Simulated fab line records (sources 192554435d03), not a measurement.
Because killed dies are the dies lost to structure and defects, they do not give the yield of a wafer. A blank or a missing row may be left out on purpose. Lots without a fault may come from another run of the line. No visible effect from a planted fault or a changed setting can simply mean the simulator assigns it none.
The tool behind it: which one? || flow n5-finfet || Sampling: 24 lots, 72 wafers, 4 of 1938 route steps

## WHAT THE GAUGES READ, wafer by wafer
N5_BEOL_M12_RS_MEAS_54: uses a four-point probe to measure.
{"lot": "L074", "measured": "day 10 19:53", "on": "film-metro-01", "M12_RS (ohm/sq)": "0.0611 0.0594 0.0599"}
{"lot": "L075", "measured": "day 11 12:12", "on": "film-metro-02", "M12_RS (ohm/sq)": "0.0598 0.0607 0.0604"}
{"lot": "L076", "measured": "day 11 18:47", "on": "film-metro-01", "M12_RS (ohm/sq)": "0.0607 0.0594 0.0603"}
{"lot": "L077", "measured": "day 11 20:31", "on": "film-metro-01", "M12_RS (ohm/sq)": "0.0594 0.0608 0.0596"}
{"lot": "L078", "measured": "day 11 21:22", "on": "film-metro-02", "M12_RS (ohm/sq)": "0.0602 0.0595 0.0608"}
{"lot": "L081", "measured": "day 13 09:40", "on": "film-metro-01", "M12_RS (ohm/sq)": "0.0606 0.0604 0.0610"}
{"lot": "L080", "measured": "day 13 09:43", "on": "film-metro-01", "M12_RS (ohm/sq)": "0.0596 0.0596 0.0596"}
{"lot": "L082", "measured": "day 13 10:11", "on": "film-metro-01", "M12_RS (ohm/sq)": "0.0591 0.0613 0.0618"}
{"lot": "L083", "measured": "day 13 21:25", "on": "film-metro-01", "M12_RS (ohm/sq)": "0.0607 0.0601 0.0608"}
{"lot": "L084", "measured": "day 14 00:19", "on": "film-metro-01", "M12_RS (ohm/sq)": "0.0595 0.0605 0.0600"}
{"lot": "L079", "measured": "day 14 13:50", "on": "film-metro-02", "M12_RS (ohm/sq)": "0.0587 0.0597 0.0585"}
{"lot": "L085", "measured": "day 14 23:05", "on": "film-metro-02", "M12_RS (ohm/sq)": "0.0600 0.0604 0.0597"}
{"lot": "L087", "measured": "day 15 02:38", "on": "film-metro-01", "M12_RS (ohm/sq)": "0.0614 0.0608 0.0611"}
{"lot": "L086", "measured": "day 15 08:16", "on": "film-metro-02", "M12_RS (ohm/sq)": "0.0590 0.0618 0.0609"}
{"lot": "L088", "measured": "day 15 19:08", "on": "film-metro-02", "M12_RS (ohm/sq)": "0.0613 0.0591 0.0604"}
{"lot": "L089", "measured": "day 15 19:43", "on": "film-metro-01", "M12_RS (ohm/sq)": "0.0594 0.0593 0.0597"}
{"lot": "L090", "measured": "day 16 01:57", "on": "film-metro-02", "M12_RS (ohm/sq)": "0.0614 0.0604 0.0615"}
{"lot": "L093", "measured": "day 16 07:49", "on": "film-metro-02", "M12_RS (ohm/sq)": "0.0601 0.0606 0.0597"}
{"lot": "L091", "measured": "day 16 10:34", "on": "film-metro-01", "M12_RS (ohm/sq)": "0.0607 0.0610 0.0594"}
{"lot": "L096", "measured": "day 17 08:50", "on": "film-metro-02", "M12_RS (ohm/sq)": "0.0601 0.0610 0.0608"}
{"lot": "L092", "measured": "day 17 09:19", "on": "film-metro-02", "M12_RS (ohm/sq)": "0.0586 0.0609 0.0612"}
{"lot": "L094", "measured": "day 17 12:28", "on": "film-metro-01", "M12_RS (ohm/sq)": "0.0599 0.0584 0.0595"}
{"lot": "L095", "measured": "day 17 15:19", "on": "film-metro-01", "M12_RS (ohm/sq)": "0.0607 0.0613 0.0591"}
{"lot": "L097", "measured": "day 17 17:03", "on": "film-metro-02", "M12_RS (ohm/sq)": "0.0610 0.0604 0.0607"}

## WHICH TOOL RAN EACH LOT (tool, then ch and the chambers of the sampled wafers, then the start)
{"lot": "L074", "N5_BEOL_M12_DEGAS_41": "pvd-sputter-01, day 10 18:29", "N5_BEOL_M12_PRE_CLEAN_42": "pvd-sputter-01, day 10 18:32", "N5_BEOL_M12_SPUTTER_45": "pvd-sputter-01, day 10 18:44"}
{"lot": "L075", "N5_BEOL_M12_DEGAS_41": "pvd-sputter-02, day 11 10:50", "N5_BEOL_M12_PRE_CLEAN_42": "pvd-sputter-02, day 11 10:52", "N5_BEOL_M12_SPUTTER_45": "pvd-sputter-02, day 11 11:04"}
{"lot": "L076", "N5_BEOL_M12_DEGAS_41": "pvd-sputter-01, day 11 17:34", "N5_BEOL_M12_PRE_CLEAN_42": "pvd-sputter-01, day 11 17:37", "N5_BEOL_M12_SPUTTER_45": "pvd-sputter-01, day 11 17:49"}
{"lot": "L077", "N5_BEOL_M12_DEGAS_41": "pvd-sputter-01, day 11 19:15", "N5_BEOL_M12_PRE_CLEAN_42": "pvd-sputter-01, day 11 19:17", "N5_BEOL_M12_SPUTTER_45": "pvd-sputter-01, day 11 19:29"}
{"lot": "L078", "N5_BEOL_M12_DEGAS_41": "pvd-sputter-03, day 11 20:08", "N5_BEOL_M12_PRE_CLEAN_42": "pvd-sputter-03, day 11 20:11", "N5_BEOL_M12_SPUTTER_45": "pvd-sputter-03, day 11 20:23"}
{"lot": "L081", "N5_BEOL_M12_DEGAS_41": "pvd-sputter-02, day 13 07:50", "N5_BEOL_M12_PRE_CLEAN_42": "pvd-sputter-02, day 13 07:52", "N5_BEOL_M12_SPUTTER_45": "pvd-sputter-02, day 13 08:04"}
{"lot": "L080", "N5_BEOL_M12_DEGAS_41": "pvd-sputter-01, day 13 08:04", "N5_BEOL_M12_PRE_CLEAN_42": "pvd-sputter-01, day 13 08:06", "N5_BEOL_M12_SPUTTER_45": "pvd-sputter-01, day 13 08:18"}
{"lot": "L082", "N5_BEOL_M12_DEGAS_41": "pvd-sputter-03, day 13 08:47", "N5_BEOL_M12_PRE_CLEAN_42": "pvd-sputter-03, day 13 08:49", "N5_BEOL_M12_SPUTTER_45": "pvd-sputter-03, day 13 09:01"}
{"lot": "L083", "N5_BEOL_M12_DEGAS_41": "pvd-sputter-02, day 13 19:56", "N5_BEOL_M12_PRE_CLEAN_42": "pvd-sputter-02, day 13 19:59", "N5_BEOL_M12_SPUTTER_45": "pvd-sputter-02, day 13 20:11"}
{"lot": "L084", "N5_BEOL_M12_DEGAS_41": "pvd-sputter-01, day 13 22:58", "N5_BEOL_M12_PRE_CLEAN_42": "pvd-sputter-01, day 13 23:01", "N5_BEOL_M12_SPUTTER_45": "pvd-sputter-01, day 13 23:13"}
{"lot": "L079", "N5_BEOL_M12_DEGAS_41": "pvd-sputter-02, day 14 12:37", "N5_BEOL_M12_PRE_CLEAN_42": "pvd-sputter-02, day 14 12:39", "N5_BEOL_M12_SPUTTER_45": "pvd-sputter-02, day 14 12:51"}
{"lot": "L085", "N5_BEOL_M12_DEGAS_41": "pvd-sputter-02, day 14 21:08", "N5_BEOL_M12_PRE_CLEAN_42": "pvd-sputter-02, day 14 21:10", "N5_BEOL_M12_SPUTTER_45": "pvd-sputter-02, day 14 21:22"}
{"lot": "L087", "N5_BEOL_M12_DEGAS_41": "pvd-sputter-02, day 15 01:25", "N5_BEOL_M12_PRE_CLEAN_42": "pvd-sputter-02, day 15 01:27", "N5_BEOL_M12_SPUTTER_45": "pvd-sputter-02, day 15 01:39"}
{"lot": "L086", "N5_BEOL_M12_DEGAS_41": "pvd-sputter-02, day 15 07:03", "N5_BEOL_M12_PRE_CLEAN_42": "pvd-sputter-02, day 15 07:05", "N5_BEOL_M12_SPUTTER_45": "pvd-sputter-02, day 15 07:17"}
{"lot": "L088", "N5_BEOL_M12_DEGAS_41": "pvd-sputter-02, day 15 17:55", "N5_BEOL_M12_PRE_CLEAN_42": "pvd-sputter-02, day 15 17:58", "N5_BEOL_M12_SPUTTER_45": "pvd-sputter-02, day 15 18:10"}
{"lot": "L089", "N5_BEOL_M12_DEGAS_41": "pvd-sputter-02, day 15 18:29", "N5_BEOL_M12_PRE_CLEAN_42": "pvd-sputter-02, day 15 18:31", "N5_BEOL_M12_SPUTTER_45": "pvd-sputter-02, day 15 18:43"}
{"lot": "L090", "N5_BEOL_M12_DEGAS_41": "pvd-sputter-03, day 16 00:44", "N5_BEOL_M12_PRE_CLEAN_42": "pvd-sputter-03, day 16 00:46", "N5_BEOL_M12_SPUTTER_45": "pvd-sputter-03, day 16 00:58"}
{"lot": "L093", "N5_BEOL_M12_DEGAS_41": "pvd-sputter-02, day 16 06:25", "N5_BEOL_M12_PRE_CLEAN_42": "pvd-sputter-02, day 16 06:27", "N5_BEOL_M12_SPUTTER_45": "pvd-sputter-02, day 16 06:39"}
{"lot": "L091", "N5_BEOL_M12_DEGAS_41": "pvd-sputter-02, day 16 09:21", "N5_BEOL_M12_PRE_CLEAN_42": "pvd-sputter-02, day 16 09:23", "N5_BEOL_M12_SPUTTER_45": "pvd-sputter-02, day 16 09:35"}
{"lot": "L096", "N5_BEOL_M12_DEGAS_41": "pvd-sputter-03, day 17 07:33", "N5_BEOL_M12_PRE_CLEAN_42": "pvd-sputter-03, day 17 07:35", "N5_BEOL_M12_SPUTTER_45": "pvd-sputter-03, day 17 07:47"}
{"lot": "L092", "N5_BEOL_M12_DEGAS_41": "pvd-sputter-01, day 17 08:06", "N5_BEOL_M12_PRE_CLEAN_42": "pvd-sputter-01, day 17 08:08", "N5_BEOL_M12_SPUTTER_45": "pvd-sputter-01, day 17 08:20"}
{"lot": "L094", "N5_BEOL_M12_DEGAS_41": "pvd-sputter-01, day 17 11:14", "N5_BEOL_M12_PRE_CLEAN_42": "pvd-sputter-01, day 17 11:17", "N5_BEOL_M12_SPUTTER_45": "pvd-sputter-01, day 17 11:29"}
{"lot": "L095", "N5_BEOL_M12_DEGAS_41": "pvd-sputter-01, day 17 13:50", "N5_BEOL_M12_PRE_CLEAN_42": "pvd-sputter-01, day 17 13:53", "N5_BEOL_M12_SPUTTER_45": "pvd-sputter-01, day 17 14:07"}
{"lot": "L097", "N5_BEOL_M12_DEGAS_41": "pvd-sputter-02, day 17 15:35", "N5_BEOL_M12_PRE_CLEAN_42": "pvd-sputter-02, day 17 15:38", "N5_BEOL_M12_SPUTTER_45": "pvd-sputter-02, day 17 15:50"}
- N5_BEOL_M12_DEGAS_41: time 60 s.
- N5_BEOL_M12_PRE_CLEAN_42: time 30 s.
- N5_BEOL_M12_SPUTTER_45: material Cu, target thk 80 nm, time 13.33 s.

## AS READ BY THE TOOLS THEMSELVES (means over the sampled wafers that have a number; for cases with no such wafer, the mark the record gives instead)
N5_BEOL_M12_DEGAS_41.
{"lot": "L074", "tool": "pvd-sputter-01", "heater-power-w (W)": 328}
{"lot": "L075", "tool": "pvd-sputter-02", "heater-power-w (W)": 312}
{"lot": "L076", "tool": "pvd-sputter-01", "heater-power-w (W)": 340}
{"lot": "L077", "tool": "pvd-sputter-01", "heater-power-w (W)": 322}
{"lot": "L078", "tool": "pvd-sputter-03", "heater-power-w (W)": 333}
{"lot": "L081", "tool": "pvd-sputter-02", "heater-power-w (W)": 326}
{"lot": "L080", "tool": "pvd-sputter-01", "heater-power-w (W)": 328}
{"lot": "L082", "tool": "pvd-sputter-03", "heater-power-w (W)": 322}
{"lot": "L083", "tool": "pvd-sputter-02", "heater-power-w (W)": 302}
{"lot": "L084", "tool": "pvd-sputter-01", "heater-power-w (W)": 326}
{"lot": "L079", "tool": "pvd-sputter-02", "heater-power-w (W)": 321}
{"lot": "L085", "tool": "pvd-sputter-02", "heater-power-w (W)": 327}
{"lot": "L087", "tool": "pvd-sputter-02", "heater-power-w (W)": 314}
{"lot": "L086", "tool": "pvd-sputter-02", "heater-power-w (W)": 318}
{"lot": "L088", "tool": "pvd-sputter-02", "heater-power-w (W)": 319}
{"lot": "L089", "tool": "pvd-sputter-02", "heater-power-w (W)": 316}
{"lot": "L090", "tool": "pvd-sputter-03", "heater-power-w (W)": 360}
{"lot": "L093", "tool": "pvd-sputter-02", "heater-power-w (W)": 315}
{"lot": "L091", "tool": "pvd-sputter-02", "heater-power-w (W)": 305}
{"lot": "L096", "tool": "pvd-sputter-03", "heater-power-w (W)": 338}
{"lot": "L092", "tool": "pvd-sputter-01", "heater-power-w (W)": 330}
{"lot": "L094", "tool": "pvd-sputter-01", "heater-power-w (W)": 332}
{"lot": "L095", "tool": "pvd-sputter-01", "heater-power-w (W)": 332}
{"lot": "L097", "tool": "pvd-sputter-02", "heater-power-w (W)": 315}

N5_BEOL_M12_PRE_CLEAN_42.
{"lot": "L074", "tool": "pvd-sputter-01", "heater-power-w (W)": 330}
{"lot": "L075", "tool": "pvd-sputter-02", "heater-power-w (W)": 311}
{"lot": "L076", "tool": "pvd-sputter-01", "heater-power-w (W)": 340}
{"lot": "L077", "tool": "pvd-sputter-01", "heater-power-w (W)": 328}
{"lot": "L078", "tool": "pvd-sputter-03", "heater-power-w (W)": 339}
{"lot": "L081", "tool": "pvd-sputter-02", "heater-power-w (W)": 325}
{"lot": "L080", "tool": "pvd-sputter-01", "heater-power-w (W)": 332}
{"lot": "L082", "tool": "pvd-sputter-03", "heater-power-w (W)": 321}
{"lot": "L083", "tool": "pvd-sputter-02", "heater-power-w (W)": 305}
{"lot": "L084", "tool": "pvd-sputter-01", "heater-power-w (W)": 327}
{"lot": "L079", "tool": "pvd-sputter-02", "heater-power-w (W)": 317}
{"lot": "L085", "tool": "pvd-sputter-02", "heater-power-w (W)": 331}
{"lot": "L087", "tool": "pvd-sputter-02", "heater-power-w (W)": 317}
{"lot": "L086", "tool": "pvd-sputter-02", "heater-power-w (W)": 315}
{"lot": "L088", "tool": "pvd-sputter-02", "heater-power-w (W)": 315}
{"lot": "L089", "tool": "pvd-sputter-02", "heater-power-w (W)": 314}
{"lot": "L090", "tool": "pvd-sputter-03", "heater-power-w (W)": 352}
{"lot": "L093", "tool": "pvd-sputter-02", "heater-power-w (W)": 316}
{"lot": "L091", "tool": "pvd-sputter-02", "heater-power-w (W)": 301}
{"lot": "L096", "tool": "pvd-sputter-03", "heater-power-w (W)": 346}
{"lot": "L092", "tool": "pvd-sputter-01", "heater-power-w (W)": 332}
{"lot": "L094", "tool": "pvd-sputter-01", "heater-power-w (W)": 325}
{"lot": "L095", "tool": "pvd-sputter-01", "heater-power-w (W)": 336}
{"lot": "L097", "tool": "pvd-sputter-02", "heater-power-w (W)": 316}

N5_BEOL_M12_SPUTTER_45.
{"lot": "L074", "tool": "pvd-sputter-01", "chuck-gas-flow-sccm (sccm)": 1.31, "throttle-valve-pct (%)": 29.8}
{"lot": "L075", "tool": "pvd-sputter-02", "chuck-gas-flow-sccm (sccm)": 1.24, "throttle-valve-pct (%)": 30.9}
{"lot": "L076", "tool": "pvd-sputter-01", "chuck-gas-flow-sccm (sccm)": 1.28, "throttle-valve-pct (%)": 30.4}
{"lot": "L077", "tool": "pvd-sputter-01", "chuck-gas-flow-sccm (sccm)": 1.31, "throttle-valve-pct (%)": 29.3}
{"lot": "L078", "tool": "pvd-sputter-03", "chuck-gas-flow-sccm (sccm)": 1.24, "throttle-valve-pct (%)": 29.8}
{"lot": "L081", "tool": "pvd-sputter-02", "chuck-gas-flow-sccm (sccm)": 1.28, "throttle-valve-pct (%)": 30.2}
{"lot": "L080", "tool": "pvd-sputter-01", "chuck-gas-flow-sccm (sccm)": 1.23, "throttle-valve-pct (%)": 30.5}
{"lot": "L082", "tool": "pvd-sputter-03", "chuck-gas-flow-sccm (sccm)": 1.33, "throttle-valve-pct (%)": 29.4}
{"lot": "L083", "tool": "pvd-sputter-02", "chuck-gas-flow-sccm (sccm)": 1.27, "throttle-valve-pct (%)": 30.4}
{"lot": "L084", "tool": "pvd-sputter-01", "chuck-gas-flow-sccm (sccm)": 1.31, "throttle-valve-pct (%)": 30.2}
{"lot": "L079", "tool": "pvd-sputter-02", "chuck-gas-flow-sccm (sccm)": 1.32, "throttle-valve-pct (%)": 30.0}
{"lot": "L085", "tool": "pvd-sputter-02", "chuck-gas-flow-sccm (sccm)": 1.27, "throttle-valve-pct (%)": 30.4}
{"lot": "L087", "tool": "pvd-sputter-02", "chuck-gas-flow-sccm (sccm)": 1.27, "throttle-valve-pct (%)": 30.1}
{"lot": "L086", "tool": "pvd-sputter-02", "chuck-gas-flow-sccm (sccm)": 1.25, "throttle-valve-pct (%)": 30.0}
{"lot": "L088", "tool": "pvd-sputter-02", "chuck-gas-flow-sccm (sccm)": 1.26, "throttle-valve-pct (%)": 30.0}
{"lot": "L089", "tool": "pvd-sputter-02", "chuck-gas-flow-sccm (sccm)": 1.22, "throttle-valve-pct (%)": 30.8}
{"lot": "L090", "tool": "pvd-sputter-03", "chuck-gas-flow-sccm (sccm)": 1.29, "throttle-valve-pct (%)": 29.6}
{"lot": "L093", "tool": "pvd-sputter-02", "chuck-gas-flow-sccm (sccm)": 1.30, "throttle-valve-pct (%)": 30.8}
{"lot": "L091", "tool": "pvd-sputter-02", "chuck-gas-flow-sccm (sccm)": 1.30, "throttle-valve-pct (%)": 30.3}
{"lot": "L096", "tool": "pvd-sputter-03", "chuck-gas-flow-sccm (sccm)": 1.21, "throttle-valve-pct (%)": 30.0}
{"lot": "L092", "tool": "pvd-sputter-01", "chuck-gas-flow-sccm (sccm)": 1.21, "throttle-valve-pct (%)": 30.6}
{"lot": "L094", "tool": "pvd-sputter-01", "chuck-gas-flow-sccm (sccm)": 1.23, "throttle-valve-pct (%)": 29.8}
{"lot": "L095", "tool": "pvd-sputter-01", "chuck-gas-flow-sccm (sccm)": 1.24, "throttle-valve-pct (%)": 29.5}
{"lot": "L097", "tool": "pvd-sputter-02", "chuck-gas-flow-sccm (sccm)": 1.27, "throttle-valve-pct (%)": 30.8}

## THE ANSWER, worked out from the rows above alone
Rule: usual is defined by the lots themselves. Put in order of their means at a reading, lots are off if they are a third of the lots or fewer, leave a main group of 4 or more, and stand apart from it by a gap of 3 or more times the standard deviation of the main group's means; of several such gaps the widest counts. A main group whose means are all the same, to the digits that the tables above print for the reading, isn't used. Also off: a lot with no number at a reading for which 4 or more lots have one. Any other lot the step has rows for is counted as sound. Order of review: gauges by route order, followed by the tools' own readings, for which a lot's mean as printed above is used. At the first step where some lot is off, the reading lying furthest off is the one used; lots without a number count as furthest.
No lot is off on any of the readings shown, so nothing can be concluded from this.

## WHAT THE SIMULATOR HAD INSERTED
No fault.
